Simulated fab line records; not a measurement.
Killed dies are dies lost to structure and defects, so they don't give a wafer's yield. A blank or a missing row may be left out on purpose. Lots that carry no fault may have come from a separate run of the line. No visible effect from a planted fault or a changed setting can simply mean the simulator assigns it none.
Split-lot experiment ; flow n5_finfet ; 7 lots, 21 wafers read, on a route of 1938 steps

SPLIT DETAILS
At N5_BEOL_M13_ETCH_59 (etches BARC in N2/H2, target depth 89 nm, overetch 26.7 nm, time 67.9 s), the setting bias_w was moved away from the recipe's 150 W on 6 of the 21 wafers read, by -14.7% to +15.9%. The other wafers ran this setting at the recipe's value.

The reading is taken at the split's own step.

THE READING
rf_vpp_V, in V, at N5_BEOL_M13_ETCH_59 (etches BARC in N2/H2, target depth 89 nm, overetch 26.7 nm, time 67.9 s). On this fab line, fault-free wafers typically give 523.2 V with a standard deviation of 1.9 V.

wafer;tool, chamber at the split;bias_w as run, W;against the recipe;rf_vpp_V, V;against lot-mates on the recipe
L076.1;rie_diel-02, 0;150;recipe;526.9;-
L076.2;rie_diel-02, 3;173.9;+15.9%;573.1;+48.1
L076.5;rie_diel-02, 2;150;recipe;523.1;-
L077.2;rie_diel-06, 0;150;recipe;521.0;-
L077.3;rie_diel-06, 2;128;-14.7%;475.1;-48.8
L077.4;rie_diel-06, 2;150;recipe;526.7;-
L085.2;rie_diel-05, 3;150;recipe;522.7;-
L085.3;rie_diel-05, 0;150;recipe;522.4;-
L085.5;rie_diel-05, 0;150;recipe;521.5;-
L089.1;rie_diel-05, 3;150;recipe;521.8;-
L089.4;rie_diel-05, 0;150;recipe;521.6;-
L089.5;rie_diel-05, 1;150;recipe;524.5;-
L094.2;rie_diel-02, 2;150;recipe;523.4;-
L094.4;rie_diel-02, 0;166.8;+11.2%;562.7;+39.3
L094.6;rie_diel-02, 0;166.8;+11.2%;562.3;+38.9
L096.2;rie_diel-02, 3;150;recipe;521.5;-
L096.5;rie_diel-02, 3;150;recipe;520.8;-
L096.6;rie_diel-02, 1;150;recipe;520.5;-
L097.2;rie_diel-02, 0;132.5;-11.7%;484.4;-37.9
L097.4;rie_diel-02, 1;132.5;-11.7%;482.4;-39.9
L097.5;rie_diel-02, 2;150;recipe;522.3;-

FIT RESULTS
A straight line over all 21 wafers: rf_vpp_V changes by +3.34 V for each +1% of bias_w; r = +1.00; the points scatter about the line by 2 V.
The same after taking each lot's own level away (the mean of its wafers on the recipe; 21 wafers): +3.29 V for each +1%; r = +1.00; scatter 1.8 V.
Per that fit: largest bias_w move, reading shift of 52 V.
The span of the lots' own levels, 520.93 to 525.00 V, comes to 2.1 times the standard deviation stated above.
The two slopes agree, so the slope changes little with the lot-to-lot level.
Check: +54.2 V against its lot-mates is what the line predicts for one of the wafers moved furthest among these (+15.9%) when that wafer is left out of the fit. Against them it came out at +48.1 V.
Tool readings at the split's step, against how far the setting was moved: rf_vpp_V r = +1.00.

OTHER SPLITS APPLIED TO THESE WAFERS
These wafers also went through other splits before the reading. Each is held against what the fit with the lots' levels taken away leaves over:
other split on the same wafers;wafers away from the commonest value;r with rf_vpp_V (lot level and that fit taken away)
N5_BEOL_M11_EXPOSE_08 dose_mj;11;+0.27
N5_BEOL_M11_ETCH_66 time_s;8;+0.44
N5_BEOL_M11_ETCH_41 time_s;8;+0.24
N5_BEOL_M13_COAT_04 spin_rpm;7;+0.10

FILE'S OWN FIT
rf_vpp_V changes by +3.25 V for each +1% of bias_w, r = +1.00.
